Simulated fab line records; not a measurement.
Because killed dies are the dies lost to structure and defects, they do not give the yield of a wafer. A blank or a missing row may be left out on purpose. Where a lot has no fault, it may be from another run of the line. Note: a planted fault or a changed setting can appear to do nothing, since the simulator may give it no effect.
One fault seen from 3 desks    flow n5 finfet    what lay behind the numbers comes last; until then each desk has only its own

== DESK OF THE TOOL OWNER: rie diel-05 ==
The tool's own readings at N5_BEOL_M5_VIA_ETCH_34 (etches SiCOH lowk in C4F6/O2, target depth 88.3 nm, time 39.2 s): means of the sampled wafers that have a number, for each lot that ran on this tool. A lot is out of limits, marked OUT, if its mean lies more than 4 standard deviations from the usual mean; the brackets give that distance. 7 of its 8 readings are shown: the first one out of limits and those lying furthest out on some lot.
Columns: A = drypump motor current A at N5_BEOL_M5_VIA_ETCH_34, usual 5.9 A; B = oes_f_703_au at N5_BEOL_M5_VIA_ETCH_34, usual 0.78 a.u.; C = oes_o_777_au at N5_BEOL_M5_VIA_ETCH_34, usual 0.77 a.u.; D = oes product au at N5_BEOL_M5_VIA_ETCH_34, usual 0.76 a.u.; E = rf fwd power W at N5_BEOL_M5_VIA_ETCH_34, usual 341.5 W; F = rf vpp V at N5_BEOL_M5_VIA_ETCH_34, usual 664 V; G = showerhead plenum p Torr at N5_BEOL_M5_VIA_ETCH_34, usual 2.84 Torr
lot   first seen here  A    B     C     D     E                F               G
L680  day 8 11:04      6.1  0.72  0.72  0.71  341.3            674             2.83
L700  day 13 13:52     6.2  1.11  1.07  0.90  425.7 (+47) OUT  601 (-5.8) OUT  2.95
L699  day 13 16:39     6.2  1.11  1.07  0.90  424.4 (+46) OUT  601 (-5.8) OUT  2.95
Finding of this desk: L699, L700 out of limits; the first was L700 at day 13 13:52, on rf fwd power W at N5_BEOL_M5_VIA_ETCH_34. In limits: L680.

== FROM THE METROLOGY DESK ==
What the gauges read, lot by lot, whatever tool the lot ran on: means of the sampled wafers that have a number. A lot is out of limits, marked OUT, if its mean lies more than 4 standard deviations from the usual mean; the brackets give that distance.
Columns: A = cd nm at N5_BEOL_M5_CD_MEAS_28, usual 30.58 nm; B = V4_OVL at N5_BEOL_M5_OVL_MEAS_29, usual -0.2 nm
lot   first seen here  A      B
L680  day 8 10:46      30.55  -0.3
L681  day 8 16:47      30.23  0.1
L687  day 10 07:20     30.65  -0.6
L700  day 13 13:25     30.70  -0.3
L699  day 13 16:14     30.51  -1.0
L701  day 13 21:11     30.53  -0.8
This desk found nothing out of limits on any of the 6 lots.

== THE DEFECT DESK ==
Lot by lot, what the route's inspections counted, given as the mean of those sampled wafers with a number. A lot is out of limits, marked OUT, if its mean lies more than 4 standard deviations from the usual mean; the brackets give that distance.
Columns: A = raw defect count at N5_BEOL_M5_INSPECT_30, usual 420
lot   first seen here  A
L680  day 8 10:52      311
L681  day 8 16:53      370
L687  day 10 07:26     322
L700  day 13 13:31     377
L699  day 13 16:19     393
L701  day 13 21:17     630
This desk found nothing out of limits on any of the 6 lots.

== ALL TOGETHER ==
The tool owner's desk had the chance to raise an alarm at day 13 13:52 on L699, L700.
Nothing out of limits was seen by the metrology desk.
No out-of-limits result turned up at the defect desk.
The metrology desk holds a record of L699, L700, inside its limits.
The defect desk has L699, L700 on record, within its limits.
Of the lots named, all ran N5_BEOL_M5_VIA_ETCH_34 on rie diel-05.

== WHAT HAD BEEN PUT IN BY THE SIMULATOR ==
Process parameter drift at N5_BEOL_M5_VIA_ETCH_34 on rie diel-05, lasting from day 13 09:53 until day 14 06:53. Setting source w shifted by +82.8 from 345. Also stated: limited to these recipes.
Shown lots that were struck: L699, L700.
Delay in hours, fault start to first out-of-limits reading, by desk: the tool owner's desk at 4.
